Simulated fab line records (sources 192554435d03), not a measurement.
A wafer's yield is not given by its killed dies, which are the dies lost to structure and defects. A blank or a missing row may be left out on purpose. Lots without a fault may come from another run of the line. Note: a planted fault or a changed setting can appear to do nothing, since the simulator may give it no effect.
Which tool did it? || flow n5_finfet || Sampling: 8 lots, 24 wafers, 6 of 1938 route steps

WHAT THE GAUGES SHOWED, per wafer
N5_STI_FIN_REVEAL_FIN_H_MEAS_10. Usual: trench_depth_nm reads 52.0 nm (standard deviation 0.7).
{"lot": "L218", "measured": "day 3 09:25", "on": "ocd-01", "trench_depth_nm (nm)": "50.6 50.6 50.8", "flag": ""}
{"lot": "L225", "measured": "day 5 04:53", "on": "ocd-02", "trench_depth_nm (nm)": "51.7 52.3 52.2", "flag": ""}
{"lot": "L228", "measured": "day 5 21:01", "on": "ocd-01", "trench_depth_nm (nm)": "52.8 52.4 52.5", "flag": ""}
{"lot": "L229", "measured": "day 6 02:24", "on": "ocd-01", "trench_depth_nm (nm)": "21.6 21.7 21.6", "flag": "OFF"}
{"lot": "L230", "measured": "day 6 06:59", "on": "ocd-01", "trench_depth_nm (nm)": "22.1 21.8 21.3", "flag": "OFF"}
{"lot": "L231", "measured": "day 6 12:55", "on": "ocd-02", "trench_depth_nm (nm)": "20.9 21.0 21.6", "flag": "OFF"}
{"lot": "L237", "measured": "day 8 01:26", "on": "ocd-02", "trench_depth_nm (nm)": "52.4 51.8 52.3", "flag": ""}
{"lot": "L238", "measured": "day 8 08:01", "on": "ocd-02", "trench_depth_nm (nm)": "51.4 52.1 51.6", "flag": ""}

N5_BEOL_M4_RC_MEAS_101. Usual: DIBL_N 36.0 mV/V, standard deviation 1.8; DIBL_P 36.3 mV/V, standard deviation 2.4; IOFF_N 0.16 nA/um, standard deviation 0.035; IOFF_P 0.21 nA/um, standard deviation 0.036; ION_N 673 uA/um, standard deviation 13; ION_P 461 uA/um, standard deviation 7.2; SS_N 71.4 mV/dec, standard deviation 0.6; SS_P 73.2 mV/dec, standard deviation 0.7; VT_N 250 mV, standard deviation 4; VT_P -250.9 mV, standard deviation 2.9.
{"lot": "L218", "measured": "day 9 03:07", "on": "prober-02", "DIBL_N (mV/V)": "34.3 34.0 32.7", "DIBL_P (mV/V)": "33.5 32.9 30.7", "IOFF_N (nA/um)": "0.16 0.14 0.12", "IOFF_P (nA/um)": "0.21 0.19 0.16", "ION_N (uA/um)": "678 670 653", "ION_P (uA/um)": "463 459 461", "SS_N (mV/dec)": "70.8 71.3 71.3", "SS_P (mV/dec)": "73.2 72.7 72.2", "VT_N (mV)": "246 250 252", "VT_P (mV)": "-247.1 -249.6 -251.3", "flag": ""}
{"lot": "L225", "measured": "day 11 04:19", "on": "prober-02", "DIBL_N (mV/V)": "36.3 34.5 36.6", "DIBL_P (mV/V)": "37.7 34.6 37.1", "IOFF_N (nA/um)": "0.18 0.15 0.19", "IOFF_P (nA/um)": "0.22 0.18 0.21", "ION_N (uA/um)": "682 671 683", "ION_P (uA/um)": "457 456 464", "SS_N (mV/dec)": "71.2 70.8 71.7", "SS_P (mV/dec)": "74.1 72.5 73.6", "VT_N (mV)": "248 248 244", "VT_P (mV)": "-251.5 -252.5 -253.3", "flag": ""}
{"lot": "L228", "measured": "day 11 10:07", "on": "prober-01", "DIBL_N (mV/V)": "35.5 33.3 35.3", "DIBL_P (mV/V)": "34.8 33.1 34.6", "IOFF_N (nA/um)": "0.15 0.12 0.15", "IOFF_P (nA/um)": "0.20 0.18 0.19", "ION_N (uA/um)": "685 669 677", "ION_P (uA/um)": "470 456 462", "SS_N (mV/dec)": "71.1 70.8 70.9", "SS_P (mV/dec)": "72.8 72.4 72.5", "VT_N (mV)": "250 252 251", "VT_P (mV)": "-249.7 -249.3 -251.7", "flag": ""}
{"lot": "L237", "measured": "day 14 07:43", "on": "prober-02", "DIBL_N (mV/V)": "37.5 37.7 36.6", "DIBL_P (mV/V)": "39.3 39.7 38.0", "IOFF_N (nA/um)": "0.18 0.18 0.16", "IOFF_P (nA/um)": "0.24 0.25 0.23", "ION_N (uA/um)": "691 680 685", "ION_P (uA/um)": "475 471 474", "SS_N (mV/dec)": "71.0 72.0 71.1", "SS_P (mV/dec)": "73.8 74.1 73.4", "VT_N (mV)": "246 247 246", "VT_P (mV)": "-246.5 -247.2 -248.1", "flag": ""}
{"lot": "L238", "measured": "day 14 06:26", "on": "prober-01", "DIBL_N (mV/V)": "37.2 37.9 39.3", "DIBL_P (mV/V)": "37.1 36.6 38.0", "IOFF_N (nA/um)": "0.16 0.16 0.20", "IOFF_P (nA/um)": "0.21 0.21 0.25", "ION_N (uA/um)": "673 681 687", "ION_P (uA/um)": "457 461 464", "SS_N (mV/dec)": "71.4 72.1 72.2", "SS_P (mV/dec)": "73.4 74.0 73.7", "VT_N (mV)": "250 250 247", "VT_P (mV)": "-252.4 -252.9 -246.7", "flag": ""}

EACH LOT AND THE TOOL THAT RAN IT (in order: tool; ch and the chambers of the sampled wafers; start)
{"lot": "L218", "N5_FIN_CUT_STRIP_24": "rie_diel-02 ch 0,1, day 3 00:14", "N5_FIN_CUT_CUT_ETCH_27": "rie_diel-02 ch 0,1, day 3 00:19", "N5_FIN_CUT_CUT_ETCH_15": "rie_si-02 ch 0,1, day 3 00:28", "N5_STI_FIN_REVEAL_ETCHBACK_08": "rie_diel-06 ch 2,3, day 3 06:28"}
{"lot": "L225", "N5_FIN_CUT_STRIP_24": "rie_diel-03 ch 0,1, day 4 18:29", "N5_FIN_CUT_CUT_ETCH_27": "rie_diel-03 ch 0,1, day 4 18:34", "N5_FIN_CUT_CUT_ETCH_15": "rie_si-05 ch 0,2, day 4 18:53", "N5_STI_FIN_REVEAL_ETCHBACK_08": "rie_diel-05 ch 1,2, day 5 01:55"}
{"lot": "L228", "N5_FIN_CUT_STRIP_24": "rie_diel-03 ch 0,1,2, day 5 11:39", "N5_FIN_CUT_CUT_ETCH_27": "rie_diel-03 ch 0,1,2, day 5 11:43", "N5_FIN_CUT_CUT_ETCH_15": "rie_si-02 ch 1,2, day 5 11:52", "N5_STI_FIN_REVEAL_ETCHBACK_08": "rie_diel-01 ch 0,1,2, day 5 18:04"}
{"lot": "L229", "N5_FIN_CUT_STRIP_24": "rie_diel-03 ch 0,2, day 5 16:54", "N5_FIN_CUT_CUT_ETCH_27": "rie_diel-03 ch 0,2, day 5 16:58", "N5_FIN_CUT_CUT_ETCH_15": "rie_si-05 ch 0,2, day 5 17:07", "N5_STI_FIN_REVEAL_ETCHBACK_08": "rie_diel-01 ch 1,3, day 5 23:26"}
{"lot": "L230", "N5_FIN_CUT_STRIP_24": "rie_diel-04 ch 0,1,2, day 5 21:40", "N5_FIN_CUT_CUT_ETCH_27": "rie_diel-04 ch 0,1,2, day 5 21:45", "N5_FIN_CUT_CUT_ETCH_15": "rie_si-02 ch 0,2,3, day 5 21:52", "N5_STI_FIN_REVEAL_ETCHBACK_08": "rie_diel-06 ch 2,3, day 6 04:01"}
{"lot": "L231", "N5_FIN_CUT_STRIP_24": "rie_diel-04 ch 0,1,2, day 6 03:36", "N5_FIN_CUT_CUT_ETCH_27": "rie_diel-04 ch 0,1,2, day 6 03:40", "N5_FIN_CUT_CUT_ETCH_15": "rie_si-05 ch 0,1,2, day 6 03:49", "N5_STI_FIN_REVEAL_ETCHBACK_08": "rie_diel-05 ch 0,1,3, day 6 09:58"}
{"lot": "L237", "N5_FIN_CUT_STRIP_24": "rie_diel-04 ch 0,2, day 7 16:18", "N5_FIN_CUT_CUT_ETCH_27": "rie_diel-04 ch 0,2, day 7 16:22", "N5_FIN_CUT_CUT_ETCH_15": "rie_si-06 ch 1,3, day 7 16:31", "N5_STI_FIN_REVEAL_ETCHBACK_08": "rie_diel-01 ch 0,2, day 7 22:29"}
{"lot": "L238", "N5_FIN_CUT_STRIP_24": "rie_diel-03 ch 0,1,2, day 7 22:07", "N5_FIN_CUT_CUT_ETCH_27": "rie_diel-03 ch 0,1,2, day 7 22:10", "N5_FIN_CUT_CUT_ETCH_15": "rie_si-02 ch 0,3, day 7 22:19", "N5_STI_FIN_REVEAL_ETCHBACK_08": "rie_diel-06 ch 1,2, day 8 05:03"}
- N5_FIN_CUT_STRIP_24: strips in CF4.
- N5_FIN_CUT_CUT_ETCH_27: etches SiO2 in CHF3/O2, target depth 4 nm, overetch 2 nm, time 4.9 s.
- N5_FIN_CUT_CUT_ETCH_15: etches Si in HBr/Cl2/O2, target depth 100 nm, bt time 10 s, time 42.4 s.
- N5_STI_FIN_REVEAL_ETCHBACK_08: etches SiO2 in C4F6/O2, target depth 30.5 nm, time 10.167 s.

AS READ BY THE TOOLS THEMSELVES (means over the sampled wafers that have a number; for cases with no such wafer, the mark the record gives instead)
N5_FIN_CUT_STRIP_24. Usual: drypump_motor_current_A 5.8 A, standard deviation 0.34; oes_product_au 0.77 a.u., standard deviation 0.065; rf_vpp_V 271.0 V, standard deviation 1.5; showerhead_plenum_p_Torr 1.79 Torr, standard deviation 0.055; throttle_valve_pct 13.55 %, standard deviation 0.19.
{"lot": "L218", "tool": "rie_diel-02", "drypump_motor_current_A (A)": 6.1, "oes_product_au (a.u.)": 0.70, "rf_vpp_V (V)": 271.5, "showerhead_plenum_p_Torr (Torr)": 1.78, "throttle_valve_pct (%)": 13.59, "flag": ""}
{"lot": "L225", "tool": "rie_diel-03", "drypump_motor_current_A (A)": 5.8, "oes_product_au (a.u.)": 0.82, "rf_vpp_V (V)": 271.4, "showerhead_plenum_p_Torr (Torr)": 1.78, "throttle_valve_pct (%)": 13.28, "flag": ""}
{"lot": "L228", "tool": "rie_diel-03", "drypump_motor_current_A (A)": 5.9, "oes_product_au (a.u.)": 0.81, "rf_vpp_V (V)": 270.8, "showerhead_plenum_p_Torr (Torr)": 1.76, "throttle_valve_pct (%)": 13.41, "flag": ""}
{"lot": "L229", "tool": "rie_diel-03", "drypump_motor_current_A (A)": 5.9, "oes_product_au (a.u.)": 0.84, "rf_vpp_V (V)": 270.4, "showerhead_plenum_p_Torr (Torr)": 1.75, "throttle_valve_pct (%)": 13.37, "flag": ""}
{"lot": "L230", "tool": "rie_diel-04", "drypump_motor_current_A (A)": 5.5, "oes_product_au (a.u.)": 0.71, "rf_vpp_V (V)": 270.9, "showerhead_plenum_p_Torr (Torr)": 1.77, "throttle_valve_pct (%)": 13.64, "flag": ""}
{"lot": "L231", "tool": "rie_diel-04", "drypump_motor_current_A (A)": 5.5, "oes_product_au (a.u.)": 0.72, "rf_vpp_V (V)": 271.0, "showerhead_plenum_p_Torr (Torr)": 1.77, "throttle_valve_pct (%)": 13.65, "flag": ""}
{"lot": "L237", "tool": "rie_diel-04", "drypump_motor_current_A (A)": 5.7, "oes_product_au (a.u.)": 0.72, "rf_vpp_V (V)": 271.6, "showerhead_plenum_p_Torr (Torr)": 1.76, "throttle_valve_pct (%)": 13.66, "flag": ""}
{"lot": "L238", "tool": "rie_diel-03", "drypump_motor_current_A (A)": 5.9, "oes_product_au (a.u.)": 0.79, "rf_vpp_V (V)": 269.8, "showerhead_plenum_p_Torr (Torr)": 1.75, "throttle_valve_pct (%)": 13.44, "flag": ""}

N5_FIN_CUT_CUT_ETCH_27. Usual: drypump_motor_current_A 5.8 A, standard deviation 0.34; mfc_ar_sccm 199.9 sccm, standard deviation 0.57; oes_o_777_au 0.77 a.u., standard deviation 0.061; oes_product_au 0.61 a.u., standard deviation 0.052; rf_vpp_V 526 V, standard deviation 10; showerhead_plenum_p_Torr 2.41 Torr, standard deviation 0.077; throttle_valve_pct 18.83 %, standard deviation 0.16.
{"lot": "L218", "tool": "rie_diel-02", "drypump_motor_current_A (A)": 6.1, "mfc_ar_sccm (sccm)": 199.9, "oes_o_777_au (a.u.)": 0.69, "oes_product_au (a.u.)": 0.56, "rf_vpp_V (V)": 521, "showerhead_plenum_p_Torr (Torr)": 2.43, "throttle_valve_pct (%)": 18.92, "flag": ""}
{"lot": "L225", "tool": "rie_diel-03", "drypump_motor_current_A (A)": 5.8, "mfc_ar_sccm (sccm)": 199.6, "oes_o_777_au (a.u.)": 0.81, "oes_product_au (a.u.)": 0.66, "rf_vpp_V (V)": 539, "showerhead_plenum_p_Torr (Torr)": 2.41, "throttle_valve_pct (%)": 18.63, "flag": ""}
{"lot": "L228", "tool": "rie_diel-03", "drypump_motor_current_A (A)": 5.9, "mfc_ar_sccm (sccm)": 199.7, "oes_o_777_au (a.u.)": 0.80, "oes_product_au (a.u.)": 0.65, "rf_vpp_V (V)": 536, "showerhead_plenum_p_Torr (Torr)": 2.37, "throttle_valve_pct (%)": 18.69, "flag": ""}
{"lot": "L229", "tool": "rie_diel-03", "drypump_motor_current_A (A)": 6.0, "mfc_ar_sccm (sccm)": 200.1, "oes_o_777_au (a.u.)": 0.82, "oes_product_au (a.u.)": 0.67, "rf_vpp_V (V)": 537, "showerhead_plenum_p_Torr (Torr)": 2.34, "throttle_valve_pct (%)": 18.67, "flag": ""}
{"lot": "L230", "tool": "rie_diel-04", "drypump_motor_current_A (A)": 5.5, "mfc_ar_sccm (sccm)": 200.4, "oes_o_777_au (a.u.)": 0.72, "oes_product_au (a.u.)": 0.58, "rf_vpp_V (V)": 520, "showerhead_plenum_p_Torr (Torr)": 2.41, "throttle_valve_pct (%)": 18.96, "flag": ""}
{"lot": "L231", "tool": "rie_diel-04", "drypump_motor_current_A (A)": 5.5, "mfc_ar_sccm (sccm)": 199.7, "oes_o_777_au (a.u.)": 0.72, "oes_product_au (a.u.)": 0.57, "rf_vpp_V (V)": 520, "showerhead_plenum_p_Torr (Torr)": 2.41, "throttle_valve_pct (%)": 18.96, "flag": ""}
{"lot": "L237", "tool": "rie_diel-04", "drypump_motor_current_A (A)": 5.7, "mfc_ar_sccm (sccm)": 199.4, "oes_o_777_au (a.u.)": 0.72, "oes_product_au (a.u.)": 0.58, "rf_vpp_V (V)": 515, "showerhead_plenum_p_Torr (Torr)": 2.37, "throttle_valve_pct (%)": 18.94, "flag": ""}
{"lot": "L238", "tool": "rie_diel-03", "drypump_motor_current_A (A)": 5.9, "mfc_ar_sccm (sccm)": 199.7, "oes_o_777_au (a.u.)": 0.78, "oes_product_au (a.u.)": 0.63, "rf_vpp_V (V)": 535, "showerhead_plenum_p_Torr (Torr)": 2.36, "throttle_valve_pct (%)": 18.73, "flag": ""}

N5_FIN_CUT_CUT_ETCH_15. Usual: drypump_motor_current_A 5.8 A, standard deviation 0.36; oes_o_777_au 1.01 a.u., standard deviation 0.055; oes_product_au 1.002 a.u., standard deviation 0.012; throttle_valve_pct 37.23 %, standard deviation 0.3.
{"lot": "L218", "tool": "rie_si-02", "drypump_motor_current_A (A)": 5.5, "oes_o_777_au (a.u.)": 1.01, "oes_product_au (a.u.)": 1.001, "throttle_valve_pct (%)": 36.97, "flag": ""}
{"lot": "L225", "tool": "rie_si-05", "drypump_motor_current_A (A)": 6.1, "oes_o_777_au (a.u.)": 1.07, "oes_product_au (a.u.)": 1.022, "throttle_valve_pct (%)": 37.40, "flag": ""}
{"lot": "L228", "tool": "rie_si-02", "drypump_motor_current_A (A)": 5.7, "oes_o_777_au (a.u.)": 0.98, "oes_product_au (a.u.)": 0.996, "throttle_valve_pct (%)": 36.81, "flag": ""}
{"lot": "L229", "tool": "rie_si-05", "drypump_motor_current_A (A)": 6.1, "oes_o_777_au (a.u.)": 1.07, "oes_product_au (a.u.)": 1.027, "throttle_valve_pct (%)": 37.41, "flag": ""}
{"lot": "L230", "tool": "rie_si-02", "drypump_motor_current_A (A)": 5.5, "oes_o_777_au (a.u.)": 0.97, "oes_product_au (a.u.)": 1.000, "throttle_valve_pct (%)": 37.18, "flag": ""}
{"lot": "L231", "tool": "rie_si-05", "drypump_motor_current_A (A)": 6.0, "oes_o_777_au (a.u.)": 1.05, "oes_product_au (a.u.)": 1.013, "throttle_valve_pct (%)": 37.42, "flag": ""}
{"lot": "L237", "tool": "rie_si-06", "drypump_motor_current_A (A)": 5.6, "oes_o_777_au (a.u.)": 1.07, "oes_product_au (a.u.)": 0.988, "throttle_valve_pct (%)": 37.46, "flag": ""}
{"lot": "L238", "tool": "rie_si-02", "drypump_motor_current_A (A)": 5.5, "oes_o_777_au (a.u.)": 0.96, "oes_product_au (a.u.)": 0.994, "throttle_valve_pct (%)": 37.44, "flag": ""}

N5_STI_FIN_REVEAL_ETCHBACK_08. Usual: C4F6_flow_sccm 10.001 sccm, standard deviation 0.03; O2_flow_sccm 10.001 sccm, standard deviation 0.029; drypump_motor_current_A 5.6 A, standard deviation 0.56; mfc_ar_sccm 299.9 sccm, standard deviation 0.9; oes_o_777_au 0.76 a.u., standard deviation 0.088; oes_product_au 0.77 a.u., standard deviation 0.075; rf_vpp_V 670 V, standard deviation 8.8; showerhead_plenum_p_Torr 2.83 Torr, standard deviation 0.076; throttle_valve_pct 21.16 %, standard deviation 0.23.
{"lot": "L218", "tool": "rie_diel-06", "C4F6_flow_sccm (sccm)": 10.002, "O2_flow_sccm (sccm)": 10.031, "drypump_motor_current_A (A)": 6.2, "mfc_ar_sccm (sccm)": 299.9, "oes_o_777_au (a.u.)": 0.70, "oes_product_au (a.u.)": 0.70, "rf_vpp_V (V)": 666, "showerhead_plenum_p_Torr (Torr)": 2.72, "throttle_valve_pct (%)": 21.18, "flag": ""}
{"lot": "L225", "tool": "rie_diel-05", "C4F6_flow_sccm (sccm)": 10.002, "O2_flow_sccm (sccm)": 9.984, "drypump_motor_current_A (A)": 5.7, "mfc_ar_sccm (sccm)": 300.1, "oes_o_777_au (a.u.)": 0.69, "oes_product_au (a.u.)": 0.71, "rf_vpp_V (V)": 674, "showerhead_plenum_p_Torr (Torr)": 2.86, "throttle_valve_pct (%)": 21.23, "flag": ""}
{"lot": "L228", "tool": "rie_diel-01", "C4F6_flow_sccm (sccm)": 10.005, "O2_flow_sccm (sccm)": 10.025, "drypump_motor_current_A (A)": 5.5, "mfc_ar_sccm (sccm)": 299.2, "oes_o_777_au (a.u.)": 0.83, "oes_product_au (a.u.)": 0.82, "rf_vpp_V (V)": 667, "showerhead_plenum_p_Torr (Torr)": 2.84, "throttle_valve_pct (%)": 20.97, "flag": ""}
{"lot": "L229", "tool": "rie_diel-01", "C4F6_flow_sccm (sccm)": "-", "O2_flow_sccm (sccm)": "-", "drypump_motor_current_A (A)": "-", "mfc_ar_sccm (sccm)": "-", "oes_o_777_au (a.u.)": "-", "oes_product_au (a.u.)": "-", "rf_vpp_V (V)": "-", "showerhead_plenum_p_Torr (Torr)": "-", "throttle_valve_pct (%)": "-", "flag": "OFF"}
{"lot": "L230", "tool": "rie_diel-06", "C4F6_flow_sccm (sccm)": "-", "O2_flow_sccm (sccm)": "-", "drypump_motor_current_A (A)": "-", "mfc_ar_sccm (sccm)": "-", "oes_o_777_au (a.u.)": "-", "oes_product_au (a.u.)": "-", "rf_vpp_V (V)": "-", "showerhead_plenum_p_Torr (Torr)": "-", "throttle_valve_pct (%)": "-", "flag": "OFF"}
{"lot": "L231", "tool": "rie_diel-05", "C4F6_flow_sccm (sccm)": "-", "O2_flow_sccm (sccm)": "-", "drypump_motor_current_A (A)": "-", "mfc_ar_sccm (sccm)": "-", "oes_o_777_au (a.u.)": "-", "oes_product_au (a.u.)": "-", "rf_vpp_V (V)": "-", "showerhead_plenum_p_Torr (Torr)": "-", "throttle_valve_pct (%)": "-", "flag": "OFF"}
{"lot": "L237", "tool": "rie_diel-01", "C4F6_flow_sccm (sccm)": 9.964, "O2_flow_sccm (sccm)": 9.989, "drypump_motor_current_A (A)": 5.9, "mfc_ar_sccm (sccm)": 300.0, "oes_o_777_au (a.u.)": 0.85, "oes_product_au (a.u.)": 0.84, "rf_vpp_V (V)": 663, "showerhead_plenum_p_Torr (Torr)": 2.86, "throttle_valve_pct (%)": 20.94, "flag": ""}
{"lot": "L238", "tool": "rie_diel-06", "C4F6_flow_sccm (sccm)": 9.988, "O2_flow_sccm (sccm)": 10.001, "drypump_motor_current_A (A)": 6.0, "mfc_ar_sccm (sccm)": 298.9, "oes_o_777_au (a.u.)": 0.71, "oes_product_au (a.u.)": 0.70, "rf_vpp_V (V)": 657, "showerhead_plenum_p_Torr (Torr)": 2.72, "throttle_valve_pct (%)": 21.30, "flag": ""}

THE ANSWER, worked out from the rows above alone
Rule: a lot is off if the mean of its wafers that have a number lies more than 3 standard deviations from the usual mean. A lot without any number at a reading at which 4 lots or more have one is off too. The other lots that the step has rows for count as sound. First the gauges in route order, then the tools' own readings, where a lot's mean is used as printed above. At the first step where some lot is off, the reading lying furthest off is the one used; lots without a number count as furthest.
Off: L229, L230, L231 (N5_STI_FIN_REVEAL_FIN_H_MEAS_10, trench_depth_nm).
A tool fits if, at a process step before that reading, it ran every lot that is off, and no sound lot after the first of them. Not tried: the gauges at N5_STI_FIN_REVEAL_FIN_H_MEAS_10; whatever is off there is also off at N5_STI_FIN_REVEAL_ETCHBACK_08, on other tools, and gauge error can't account for it. None of those tried fits.

WHAT THE SIMULATOR PUT IN
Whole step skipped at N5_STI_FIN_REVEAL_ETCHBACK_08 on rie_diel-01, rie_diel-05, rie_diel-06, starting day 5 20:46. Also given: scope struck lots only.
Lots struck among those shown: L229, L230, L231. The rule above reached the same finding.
